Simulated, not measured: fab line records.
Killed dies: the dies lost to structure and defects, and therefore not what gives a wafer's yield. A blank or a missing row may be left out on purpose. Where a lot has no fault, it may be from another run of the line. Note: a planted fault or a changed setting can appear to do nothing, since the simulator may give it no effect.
What tool caused it? :: flow nand_harc :: 13 lots with 39 wafers sampled at 5 steps, on a route of 1159 steps

## WHAT EACH GAUGE READ, for each wafer
NHARC_END_SORT_01.
lot: L650
measured: day 22 00:13
on: prober-02
killed_at_array: 675 671 675
killed_at_other: 0 2 0
killed_at_periphery: 2 4 2
killed_dies: 677 677 677
killed_open: 3 4 4
killed_short: 2 6 0

lot: L651
measured: day 22 03:44
on: prober-01
killed_at_array: 676 674 675
killed_at_other: 0 0 0
killed_at_periphery: 1 3 2
killed_dies: 677 677 677
killed_open: 1 3 3
killed_short: 1 2 1

lot: L652
measured: day 22 09:38
on: prober-02
killed_at_array: 671 673 670
killed_at_other: 1 0 0
killed_at_periphery: 5 4 7
killed_dies: 677 677 677
killed_open: 4 4 1
killed_short: 3 4 4

## TOOL THAT RAN EACH LOT (tool first, then ch and the chambers of the sampled wafers, then the start)
lot: L638
NHARC_A_STAIRCASE_ETCH_15: rie_diel-05 ch 0,1, day 10 15:22 or earlier
NHARC_A_STAIRCASE_TRIM_16: rie_diel-05 ch 2,3, day 10 15:22
NHARC_A_STAIRCASE_ETCH_17: rie_diel-05 ch 0,2, no start
NHARC_A_STAIRCASE_ETCH_25: rie_diel-05 ch 1,2,3, no start

lot: L640
NHARC_A_STAIRCASE_ETCH_15: rie_diel-07 ch 0,3, day 11 11:34 or earlier
NHARC_A_STAIRCASE_TRIM_16: rie_diel-07 ch 2,3, day 11 11:34
NHARC_A_STAIRCASE_ETCH_17: rie_diel-07 ch 0,3, no start
NHARC_A_STAIRCASE_ETCH_25: rie_diel-05 ch 0,2,3, no start

lot: L641
NHARC_A_STAIRCASE_ETCH_15: rie_diel-05 ch 1,2, day 11 11:44 or earlier
NHARC_A_STAIRCASE_TRIM_16: rie_diel-05 ch 1,2, day 11 11:44
NHARC_A_STAIRCASE_ETCH_17: rie_diel-05 ch 1,2,3, no start
NHARC_A_STAIRCASE_ETCH_25: rie_diel-04 ch 1,3, no start

lot: L643
NHARC_A_STAIRCASE_ETCH_15: rie_diel-04 ch 0,1,3, day 12 01:59 or earlier
NHARC_A_STAIRCASE_TRIM_16: rie_diel-04 ch 1,2, day 12 01:59
NHARC_A_STAIRCASE_ETCH_17: rie_diel-04 ch 0,1, no start
NHARC_A_STAIRCASE_ETCH_25: rie_diel-04 ch 0,1,2, no start

lot: L644
NHARC_A_STAIRCASE_ETCH_15: rie_diel-05 ch 0,1,3, day 12 22:34 or earlier
NHARC_A_STAIRCASE_TRIM_16: rie_diel-05 ch 0,2,3, day 12 22:34
NHARC_A_STAIRCASE_ETCH_17: rie_diel-05 ch 1,2,3, no start
NHARC_A_STAIRCASE_ETCH_25: rie_diel-05 ch 0,1,2, no start

lot: L650
NHARC_A_STAIRCASE_ETCH_15: rie_diel-07 ch 0,1,2, day 14 01:14 or earlier
NHARC_A_STAIRCASE_TRIM_16: rie_diel-07 ch 0,1,2, day 14 01:14
NHARC_A_STAIRCASE_ETCH_17: rie_diel-07 ch 0,1,2, day 22 00:13 or earlier
NHARC_A_STAIRCASE_ETCH_25: rie_diel-05 ch 0,2,3, day 22 00:13 or earlier

lot: L651
NHARC_A_STAIRCASE_ETCH_15: rie_diel-04 ch 1,2,3, day 14 01:35 or earlier
NHARC_A_STAIRCASE_TRIM_16: rie_diel-04 ch 2,3, day 14 01:35
NHARC_A_STAIRCASE_ETCH_17: rie_diel-04 ch 2,3, day 22 03:44 or earlier
NHARC_A_STAIRCASE_ETCH_25: rie_diel-04 ch 0,3, day 22 03:44 or earlier

lot: L652
NHARC_A_STAIRCASE_ETCH_15: rie_diel-05 ch 0,2,3, day 14 10:51 or earlier
NHARC_A_STAIRCASE_TRIM_16: rie_diel-05 ch 0,1,2, day 14 10:51
NHARC_A_STAIRCASE_ETCH_17: rie_diel-05 ch 1,2,3, day 22 09:38 or earlier
NHARC_A_STAIRCASE_ETCH_25: rie_diel-04 ch 0,1,3, day 22 09:38 or earlier

lot: L653
NHARC_A_STAIRCASE_ETCH_15: rie_diel-04 ch 0,1,3, day 14 11:04 or earlier
NHARC_A_STAIRCASE_TRIM_16: rie_diel-04 ch 0,1,2, day 14 11:04
NHARC_A_STAIRCASE_ETCH_17: rie_diel-04 ch 0,2,3, no start
NHARC_A_STAIRCASE_ETCH_25: rie_diel-05 ch 1,2, no start

lot: L655
NHARC_A_STAIRCASE_ETCH_15: rie_diel-04 ch 0,1,2, day 15 01:36 or earlier
NHARC_A_STAIRCASE_TRIM_16: rie_diel-04 ch 1,2,3, day 15 01:36
NHARC_A_STAIRCASE_ETCH_17: rie_diel-04 ch 0,2,3, no start
NHARC_A_STAIRCASE_ETCH_25: rie_diel-04 ch 0,1,3, no start

lot: L657
NHARC_A_STAIRCASE_ETCH_15: rie_diel-07 ch 1,2, day 15 06:36 or earlier
NHARC_A_STAIRCASE_TRIM_16: rie_diel-07 ch 0,1,3, day 15 06:36
NHARC_A_STAIRCASE_ETCH_17: rie_diel-07 ch 1,2, no start
NHARC_A_STAIRCASE_ETCH_25: rie_diel-07 ch 0,2,3, no start

lot: L659
NHARC_A_STAIRCASE_ETCH_15: rie_diel-04 ch 1,2,3, day 15 16:39 or earlier
NHARC_A_STAIRCASE_TRIM_16: rie_diel-04 ch 0,1,2, day 15 16:39
NHARC_A_STAIRCASE_ETCH_17: rie_diel-04 ch 0,2,3, no start
NHARC_A_STAIRCASE_ETCH_25: rie_diel-07 ch 1,2,3, no start

lot: L661
NHARC_A_STAIRCASE_ETCH_15: rie_diel-05 ch 1,2,3, day 16 09:07 or earlier
NHARC_A_STAIRCASE_TRIM_16: rie_diel-05 ch 2,3, day 16 09:07
NHARC_A_STAIRCASE_ETCH_17: rie_diel-05 ch 1,2, no start
NHARC_A_STAIRCASE_ETCH_25: rie_diel-04 ch 0,1,2, no start
- NHARC_A_STAIRCASE_ETCH_15: etches the open film in C4F8/O2, target depth 100 nm, time 40.5 s.
- NHARC_A_STAIRCASE_TRIM_16: chemistry O2, time 211.2 s.
- NHARC_A_STAIRCASE_ETCH_17: etches the open film in C4F8/O2, target depth 100 nm, time 40.5 s.
- NHARC_A_STAIRCASE_ETCH_25: etches the open film in C4F8/O2, target depth 100 nm, time 40.5 s.

## AS READ BY THE TOOLS THEMSELVES (means over the sampled wafers that have a number; for cases with no such wafer, the mark the record gives instead)
NHARC_A_STAIRCASE_ETCH_15.
lot: L638
tool: rie_diel-05
oes_product_au (a.u.): 0.953
rf_vpp_V (V): 901

lot: L640
tool: rie_diel-07
oes_product_au (a.u.): 0.949
rf_vpp_V (V): 902

lot: L641
tool: rie_diel-05
oes_product_au (a.u.): 0.938
rf_vpp_V (V): 901

lot: L643
tool: rie_diel-04
oes_product_au (a.u.): 0.937
rf_vpp_V (V): 896

lot: L644
tool: rie_diel-05
oes_product_au (a.u.): 0.931
rf_vpp_V (V): 901

lot: L650
tool: rie_diel-07
oes_product_au (a.u.): 0.950
rf_vpp_V (V): 892

lot: L651
tool: rie_diel-04
oes_product_au (a.u.): 0.939
rf_vpp_V (V): 894

lot: L652
tool: rie_diel-05
oes_product_au (a.u.): 0.935
rf_vpp_V (V): 902

lot: L653
tool: rie_diel-04
oes_product_au (a.u.): 0.939
rf_vpp_V (V): 895

lot: L655
tool: rie_diel-04
oes_product_au (a.u.): 0.959
rf_vpp_V (V): 894

lot: L657
tool: rie_diel-07
oes_product_au (a.u.): 0.941
rf_vpp_V (V): 893

lot: L659
tool: rie_diel-04
oes_product_au (a.u.): 0.952
rf_vpp_V (V): 894

lot: L661
tool: rie_diel-05
oes_product_au (a.u.): 0.939
rf_vpp_V (V): 900

NHARC_A_STAIRCASE_TRIM_16.
lot: L638
tool: rie_diel-05
chamber_pressure_mTorr (mTorr): 60.01
drypump_motor_current_A (A): 5.9
oes_product_au (a.u.): 1.005
rf_vpp_V (V): 57.9
showerhead_plenum_p_Torr (Torr): 3.75
throttle_valve_pct (%): 17.039

lot: L640
tool: rie_diel-07
chamber_pressure_mTorr (mTorr): 59.97
drypump_motor_current_A (A): 5.2
oes_product_au (a.u.): 1.003
rf_vpp_V (V): 58.8
showerhead_plenum_p_Torr (Torr): 3.62
throttle_valve_pct (%): 17.035

lot: L641
tool: rie_diel-05
chamber_pressure_mTorr (mTorr): 59.99
drypump_motor_current_A (A): 6.2
oes_product_au (a.u.): 1.009
rf_vpp_V (V): 57.9
showerhead_plenum_p_Torr (Torr): 3.64
throttle_valve_pct (%): 17.043

lot: L643
tool: rie_diel-04
chamber_pressure_mTorr (mTorr): 59.99
drypump_motor_current_A (A): 5.9
oes_product_au (a.u.): 0.998
rf_vpp_V (V): 57.9
showerhead_plenum_p_Torr (Torr): 3.39
throttle_valve_pct (%): 17.044

lot: L644
tool: rie_diel-05
chamber_pressure_mTorr (mTorr): 59.98
drypump_motor_current_A (A): 5.6
oes_product_au (a.u.): 1.003
rf_vpp_V (V): 58.1
showerhead_plenum_p_Torr (Torr): 3.73
throttle_valve_pct (%): 17.040

lot: L650
tool: rie_diel-07
chamber_pressure_mTorr (mTorr): -
drypump_motor_current_A (A): -
oes_product_au (a.u.): -
rf_vpp_V (V): -
showerhead_plenum_p_Torr (Torr): -
throttle_valve_pct (%): -

lot: L651
tool: rie_diel-04
chamber_pressure_mTorr (mTorr): -
drypump_motor_current_A (A): -
oes_product_au (a.u.): -
rf_vpp_V (V): -
showerhead_plenum_p_Torr (Torr): -
throttle_valve_pct (%): -

lot: L652
tool: rie_diel-05
chamber_pressure_mTorr (mTorr): -
drypump_motor_current_A (A): -
oes_product_au (a.u.): -
rf_vpp_V (V): -
showerhead_plenum_p_Torr (Torr): -
throttle_valve_pct (%): -

lot: L653
tool: rie_diel-04
chamber_pressure_mTorr (mTorr): 59.99
drypump_motor_current_A (A): 6.1
oes_product_au (a.u.): 1.004
rf_vpp_V (V): 58.4
showerhead_plenum_p_Torr (Torr): 3.49
throttle_valve_pct (%): 17.033

lot: L655
tool: rie_diel-04
chamber_pressure_mTorr (mTorr): 59.93
drypump_motor_current_A (A): 5.9
oes_product_au (a.u.): 1.005
rf_vpp_V (V): 57.2
showerhead_plenum_p_Torr (Torr): 3.47
throttle_valve_pct (%): 17.043

lot: L657
tool: rie_diel-07
chamber_pressure_mTorr (mTorr): 60.00
drypump_motor_current_A (A): 5.7
oes_product_au (a.u.): 1.004
rf_vpp_V (V): 58.8
showerhead_plenum_p_Torr (Torr): 3.52
throttle_valve_pct (%): 17.035

lot: L659
tool: rie_diel-04
chamber_pressure_mTorr (mTorr): 60.06
drypump_motor_current_A (A): 6.0
oes_product_au (a.u.): 1.012
rf_vpp_V (V): 57.5
showerhead_plenum_p_Torr (Torr): 3.48
throttle_valve_pct (%): 17.036

lot: L661
tool: rie_diel-05
chamber_pressure_mTorr (mTorr): 60.00
drypump_motor_current_A (A): 5.9
oes_product_au (a.u.): 1.002
rf_vpp_V (V): 58.3
showerhead_plenum_p_Torr (Torr): 3.73
throttle_valve_pct (%): 17.032

NHARC_A_STAIRCASE_ETCH_17.
lot: L638
tool: rie_diel-05
oes_product_au (a.u.): 0.940
rf_vpp_V (V): 905

lot: L640
tool: rie_diel-07
oes_product_au (a.u.): 0.951
rf_vpp_V (V): 897

lot: L641
tool: rie_diel-05
oes_product_au (a.u.): 0.943
rf_vpp_V (V): 901

lot: L643
tool: rie_diel-04
oes_product_au (a.u.): 0.932
rf_vpp_V (V): 892

lot: L644
tool: rie_diel-05
oes_product_au (a.u.): 0.954
rf_vpp_V (V): 901

lot: L650
tool: rie_diel-07
oes_product_au (a.u.): 0.951
rf_vpp_V (V): 893

lot: L651
tool: rie_diel-04
oes_product_au (a.u.): 0.943
rf_vpp_V (V): 897

lot: L652
tool: rie_diel-05
oes_product_au (a.u.): 0.951
rf_vpp_V (V): 900

lot: L653
tool: rie_diel-04
oes_product_au (a.u.): 0.932
rf_vpp_V (V): 897

lot: L655
tool: rie_diel-04
oes_product_au (a.u.): 0.958
rf_vpp_V (V): 897

lot: L657
tool: rie_diel-07
oes_product_au (a.u.): 0.931
rf_vpp_V (V): 890

lot: L659
tool: rie_diel-04
oes_product_au (a.u.): 0.934
rf_vpp_V (V): 897

lot: L661
tool: rie_diel-05
oes_product_au (a.u.): 0.942
rf_vpp_V (V): 898

NHARC_A_STAIRCASE_ETCH_25.
lot: L638
tool: rie_diel-05
oes_product_au (a.u.): 0.941
rf_vpp_V (V): 901

lot: L640
tool: rie_diel-05
oes_product_au (a.u.): 0.937
rf_vpp_V (V): 904

lot: L641
tool: rie_diel-04
oes_product_au (a.u.): 0.932
rf_vpp_V (V): 892

lot: L643
tool: rie_diel-04
oes_product_au (a.u.): 0.935
rf_vpp_V (V): 894

lot: L644
tool: rie_diel-05
oes_product_au (a.u.): 0.935
rf_vpp_V (V): 901

lot: L650
tool: rie_diel-05
oes_product_au (a.u.): 0.948
rf_vpp_V (V): 903

lot: L651
tool: rie_diel-04
oes_product_au (a.u.): 0.951
rf_vpp_V (V): 900

lot: L652
tool: rie_diel-04
oes_product_au (a.u.): 0.941
rf_vpp_V (V): 896

lot: L653
tool: rie_diel-05
oes_product_au (a.u.): 0.940
rf_vpp_V (V): 898

lot: L655
tool: rie_diel-04
oes_product_au (a.u.): 0.954
rf_vpp_V (V): 895

lot: L657
tool: rie_diel-07
oes_product_au (a.u.): 0.949
rf_vpp_V (V): 898

lot: L659
tool: rie_diel-07
oes_product_au (a.u.): 0.947
rf_vpp_V (V): 896

lot: L661
tool: rie_diel-04
oes_product_au (a.u.): 0.962
rf_vpp_V (V): 894

## THE ANSWER, worked out from the rows above alone
Rule: the lots themselves supply what counts as usual. Put in order of their means at a reading, lots are off if they are a third of the lots or fewer, leave a main group of 4 or more, and stand apart from it by a gap of 3 or more times the standard deviation of the main group's means; of several such gaps the widest counts. Not used: any main group whose means are identical at the precision the tables above print for the reading. A lot without any number at a reading at which 4 lots or more have one is off too. Where the step has rows for the other lots, those lots are counted as sound. After the gauges, taken in route order, come the tools' own readings; for these a lot's mean is taken, as printed above. The first step at which some lot is off is used, and at that step the reading that is off furthest; a lot without a number counts as furthest.
Off: L650, L651, L652, at NHARC_A_STAIRCASE_TRIM_16 (chamber_pressure_mTorr). Without a number there: L650, L651, L652. The main group has a mean of 59.99 mTorr with a standard deviation of 0.031.
If a tool, at that step or one of the process steps before it, ran each lot that is off and ran no sound lot following the first of them, it fits. Because NHARC_A_STAIRCASE_ETCH_15 lacks a start for some lots, the hours and order of its lots are taken from NHARC_A_STAIRCASE_TRIM_16. Of those tried, none fits.

## WHAT THE SIMULATOR HAD PUT IN
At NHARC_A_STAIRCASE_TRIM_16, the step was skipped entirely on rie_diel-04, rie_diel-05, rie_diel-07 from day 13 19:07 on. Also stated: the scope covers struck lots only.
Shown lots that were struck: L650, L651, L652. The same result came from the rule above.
